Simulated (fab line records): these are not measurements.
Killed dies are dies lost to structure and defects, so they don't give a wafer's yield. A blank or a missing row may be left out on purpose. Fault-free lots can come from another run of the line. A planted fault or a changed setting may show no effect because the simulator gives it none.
One fault seen from 2 desks || flow n5 finfet || what lay behind the numbers comes last; until then each desk has only its own

== METROLOGY DESK ==
What the gauges read for every lot (on any tool): the sampled wafers with a number, averaged. If a lot's mean is further than 4 standard deviations from the usual mean, the lot is out of limits and carries the mark OUT (the distance appears in the brackets). 7 of its 39 readings are shown: the first one out of limits and those lying furthest out on some lot.
Columns: A = IOFF_P at N5_BEOL_M4_RC_MEAS_101, usual 0.21 nA/um; B = M8_THK at N5_BEOL_M8_THK_MEAS_53, usual 79.6 nm; C = COMB_M8 at N5_BEOL_M15_RC_MEAS_101, usual 2.5e-11 S/m; D = COMB_M8_max_site at N5_BEOL_M15_RC_MEAS_101, usual 3.7e-11 S/m; E = SERP_M10 at N5_BEOL_M15_RC_MEAS_101, usual 3.05 ohm/um; F = SERP_M8 at N5_BEOL_M15_RC_MEAS_101, usual 13.7 ohm/um; G = SERP_M8_max_site at N5_BEOL_M15_RC_MEAS_101, usual 14.2 ohm/um
{"lot": "L127", "first seen here": "day 10 14:44", "A": 0.21, "B": 79.5, "C": 3.3e-11, "D": 5.3e-11, "E": 3.03, "F": 13.5, "G": 14.0}
{"lot": "L125", "first seen here": "day 11 01:00", "A": 0.21, "B": 79.1, "C": "8.0e-11 (+9.3) OUT", "D": "1.2e-10 (+8.5) OUT", "E": 3.06, "F": 13.3, "G": 13.8}
{"lot": "L129", "first seen here": "day 11 06:17", "A": 0.19, "B": 84.0, "C": "1.1e-10 (+15) OUT", "D": "1.7e-10 (+14) OUT", "E": 3.06, "F": 12.2, "G": 12.8}
{"lot": "L131", "first seen here": "day 11 23:14", "A": 0.29, "B": 80.3, "C": "6.7e-11 (+7.1) OUT", "D": "1.1e-10 (+7.4) OUT", "E": 3.01, "F": 13.2, "G": 13.8}
{"lot": "L139", "first seen here": "day 14 18:48", "A": 0.23, "B": 80.6, "C": 4.0e-11, "D": 5.2e-11, "E": 3.22, "F": 13.4, "G": 13.6}
{"lot": "L141", "first seen here": "day 15 03:55", "A": 0.25, "B": 78.9, "C": 2.9e-11, "D": 3.6e-11, "E": 3.00, "F": 13.6, "G": 14.2}
{"lot": "L142", "first seen here": "day 15 04:52", "A": 0.22, "B": 79.4, "C": 2.5e-11, "D": 4.0e-11, "E": 3.17, "F": 14.1, "G": 14.6}
This desk finds L125, L129, L131 out of limits, with the earliest case on L125 at day 15 02:41 (COMB_M8 at N5_BEOL_M15_RC_MEAS_101). In limits: L127, L139, L141, L142.

== DESK OF THE TOOL OWNER: ald metal-04 ==
The tool's own readings at N5_BEOL_M8_ALD_77 (deposits TaN, target thk 2 nm, pulse time 2 s, purge time 3 s): means of the sampled wafers that have a number, for each lot that ran on this tool. If a lot's mean is further than 4 standard deviations from the usual mean, the lot is out of limits and carries the mark OUT (the distance appears in the brackets).
Columns: A = heater power w at N5_BEOL_M8_ALD_77, usual 402 W
{"lot": "L127", "first seen here": "day 12 07:37", "A": 399}
{"lot": "L125", "first seen here": "day 12 21:41", "A": 420}
{"lot": "L129", "first seen here": "day 12 22:04", "A": 395}
{"lot": "L131", "first seen here": "day 13 08:21", "A": 421}
{"lot": "L139", "first seen here": "day 16 18:39", "A": 384}
{"lot": "L141", "first seen here": "day 16 19:08", "A": 382}
{"lot": "L142", "first seen here": "day 16 21:59", "A": 412}
Finding of this desk: none of the 7 lots has anything out of limits.

== BROUGHT TOGETHER ==
At day 15 02:41 the metrology desk could have sounded an alarm, on L125, L129, L131.
The tool owner's desk saw nothing out of limits.
Tool owner's desk: L125, L129, L131 on record, inside its limits.
The lots listed all ran N5_BEOL_M8_ALD_77 on ald metal-04.

== WHAT WAS PUT IN BY THE SIMULATOR ==
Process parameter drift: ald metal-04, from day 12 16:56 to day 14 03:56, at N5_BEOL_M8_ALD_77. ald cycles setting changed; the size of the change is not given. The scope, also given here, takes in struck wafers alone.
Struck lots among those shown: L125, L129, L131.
Per desk, hours elapsed from the start of the fault to the first reading out of limits: for the metrology desk, 58.
